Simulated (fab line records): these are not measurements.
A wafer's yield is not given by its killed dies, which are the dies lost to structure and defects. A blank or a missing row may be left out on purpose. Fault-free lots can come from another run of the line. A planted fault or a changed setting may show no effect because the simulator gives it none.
Chamber matching / flow n5Finfet / N5_BEOL_M0_PRE_CLEAN_131 on cvdCo-01: 3 sister chambers
The step time 15 s. 3 wafers are shown with their chamber, then 7 later ones without.

== WAFERS WITH THEIR CHAMBER ==
wafer=L654.2; chamber=0; heaterPowerW (W)=83
wafer=L656.1; chamber=2; heaterPowerW (W)=76
wafer=L656.4; chamber=1; heaterPowerW (W)=63

== WAFERS WITHOUT THEIR CHAMBER ==
wafer=L656.5; heaterPowerW (W)=85
wafer=L662.2; heaterPowerW (W)=85
wafer=L662.4; heaterPowerW (W)=64
wafer=L662.5; heaterPowerW (W)=63
wafer=L666.2; heaterPowerW (W)=77
wafer=L666.3; heaterPowerW (W)=64
wafer=L666.5; heaterPowerW (W)=74

== THE CHAMBER EACH PASSED THROUGH ==
wafer=L656.5; from the rows above=0; in truth=0
wafer=L662.2; from the rows above=0; in truth=0
wafer=L662.4; from the rows above=1; in truth=1
wafer=L662.5; from the rows above=1; in truth=1
wafer=L666.2; from the rows above=2; in truth=2
wafer=L666.3; from the rows above=1; in truth=1
wafer=L666.5; from the rows above=2; in truth=2
Correctly placed: 7 of 7. Not placeable from these rows: 0. 0 placed wrongly.
How it was worked out, from the rows above alone: a wafer's distance from a chamber is the root of the sum, over the readings, of the square of ((its reading less the chamber's mean) divided by the reading's scatter). The wafer belongs to the nearest chamber; if the next one is less than 2 further off, it can't be placed. For every chamber, the mean is computed from those of its wafers that are shown. The scatter (one wafer shown for each chamber): square how far every hidden wafer sits from the nearest shown wafer, average those squares and take the square root.
